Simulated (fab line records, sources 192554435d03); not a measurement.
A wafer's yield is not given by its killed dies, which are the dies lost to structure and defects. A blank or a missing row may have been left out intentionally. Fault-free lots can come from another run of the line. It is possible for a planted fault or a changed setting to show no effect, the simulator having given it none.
Matching of chambers :: flow n5 finfet :: N5_BEOL_M10_CURE_71 on uv cure-01 has 3 sister chambers
The step cures SiCOH lowk, time 240 s. 3 wafers are shown with their chamber, then 9 later ones without.

WAFERS, EACH WITH ITS CHAMBER
wafer: L079.6
chamber: 0
wafer_temp_C_max: 386.4

wafer: L085.5
chamber: 1
wafer_temp_C_max: 388.2

wafer: L089.6
chamber: 2
wafer_temp_C_max: 386.4

WAFERS WHOSE CHAMBER IS MISSING
wafer: L087.2
wafer_temp_C_max: 387.6

wafer: L087.4
wafer_temp_C_max: 387.5

wafer: L087.6
wafer_temp_C_max: 386.5

wafer: L095.1
wafer_temp_C_max: 386.4

wafer: L095.2
wafer_temp_C_max: 386.2

wafer: L095.3
wafer_temp_C_max: 386.1

wafer: L093.1
wafer_temp_C_max: 386.7

wafer: L093.2
wafer_temp_C_max: 386.6

wafer: L093.6
wafer_temp_C_max: 385.8

EACH ONE'S CHAMBER
wafer: L087.2
from the rows above: can't be placed: 1 or 0 or 2
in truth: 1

wafer: L087.4
from the rows above: can't be placed: 1 or 0 or 2
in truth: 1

wafer: L087.6
from the rows above: can't be placed: 0 or 2
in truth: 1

wafer: L095.1
from the rows above: can't be placed: 0 or 2
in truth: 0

wafer: L095.2
from the rows above: can't be placed: 0 or 2
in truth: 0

wafer: L095.3
from the rows above: can't be placed: 0 or 2
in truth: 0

wafer: L093.1
from the rows above: can't be placed: 0 or 2
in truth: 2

wafer: L093.2
from the rows above: can't be placed: 0 or 2
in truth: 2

wafer: L093.6
from the rows above: can't be placed: 0 or 2
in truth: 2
Placed correctly: 0 of 9. Unplaceable from these rows: 9, with the true chamber sitting among the candidates in 8. Number placed wrongly: 0.
How it was worked out, from the rows above alone: a wafer's distance from a chamber is the root of the sum, over the readings, of the square of ((its reading less the chamber's mean) divided by the reading's scatter). The wafer belongs to the nearest chamber; if the next one is less than 2 further off, it can't be placed. Each chamber's mean is taken over the wafers shown for it. The scatter: root of mean squared gap, hidden wafer to nearest shown wafer, with one shown wafer a chamber.
